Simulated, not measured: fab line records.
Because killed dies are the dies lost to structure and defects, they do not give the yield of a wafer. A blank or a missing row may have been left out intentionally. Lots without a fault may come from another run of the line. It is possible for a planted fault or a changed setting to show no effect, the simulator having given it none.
Matching of chambers	flow n5 finfet	N5_BEOL_M1_STRIP_19 on rie diel-03: 4 sister chambers
The step strips in O2. 20 wafers are shown with their chamber, then 10 later ones without.

== EACH WAFER AND ITS CHAMBER ==
wafer	chamber	drypump motor current A (A)	throttle valve pct (%)	oes product au (a.u.)
L076.1	0	6.0	16.41	0.69
L076.3	3	5.7	16.82	0.69
L076.5	3	5.7	16.81	0.69
L080.3	1	6.3	17.07	0.69
L080.4	1	6.3	17.07	0.69
L080.6	3	5.7	16.84	0.68
L082.2	2	5.0	16.20	0.98
L082.3	1	6.3	17.07	0.68
L082.6	2	5.0	16.20	0.99
L083.2	2	5.0	16.19	0.97
L083.5	2	5.0	16.21	0.97
L083.6	3	5.7	16.85	0.67
L085.1	3	5.7	16.85	0.67
L085.3	1	6.3	17.07	0.68
L085.4	0	6.0	16.44	0.67
L086.2	0	6.0	16.45	0.67
L086.4	2	5.0	16.21	0.94
L086.5	2	5.0	16.21	0.94
L090.2	2	5.1	16.22	0.91
L090.4	2	5.1	16.24	0.91

SIGNATURES (averages over the wafers above)
reading	chamber 0	chamber 1	chamber 2	chamber 3	scatter within a chamber
drypump motor current A	6.000	6.300	5.025	5.700	0.0306
throttle valve pct	16.4333	17.0700	16.2100	16.8340	0.0154
oes product au	0.6767	0.6850	0.9512	0.6800	0.0216
Rule: for each reading, subtract the chamber's mean from the wafer's reading, divide by that reading's scatter and square the result; add these up over the readings and take the root, which gives the wafer's distance from the chamber. The wafer belongs to the nearest chamber; if the next one is less than 2 further off, it can't be placed. The scatter: the root of (the sum of the squares of (reading less its chamber's mean) over the shown wafers, divided by (wafers less chambers)).

== WAFERS WITHOUT THEIR CHAMBER ==
wafer	drypump motor current A (A)	throttle valve pct (%)	oes product au (a.u.)
L090.5	6.1	16.47	0.67
L092.4	5.0	16.22	0.92
L092.5	6.0	16.48	0.66
L092.6	5.7	16.88	0.66
L093.1	6.3	16.69	0.94
L093.2	5.7	16.90	0.66
L093.6	6.3	16.68	0.95
L095.1	5.7	16.89	0.65
L095.3	5.0	16.24	0.89
L095.4	6.3	16.70	0.91

== WHICH CHAMBER EACH WENT THROUGH ==
wafer	from the rows above	in truth
L090.5	0	0
L092.4	2	2
L092.5	0	0
L092.6	3	3
L093.1	can't be placed: 0 or 3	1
L093.2	3	3
L093.6	0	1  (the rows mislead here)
L095.1	3	3
L095.3	2	2
L095.4	can't be placed: 0 or 3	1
7 of 10 placed correctly. Can't be placed from these rows: 2 (the true chamber is among the candidates in 0). Placed wrongly: 1.
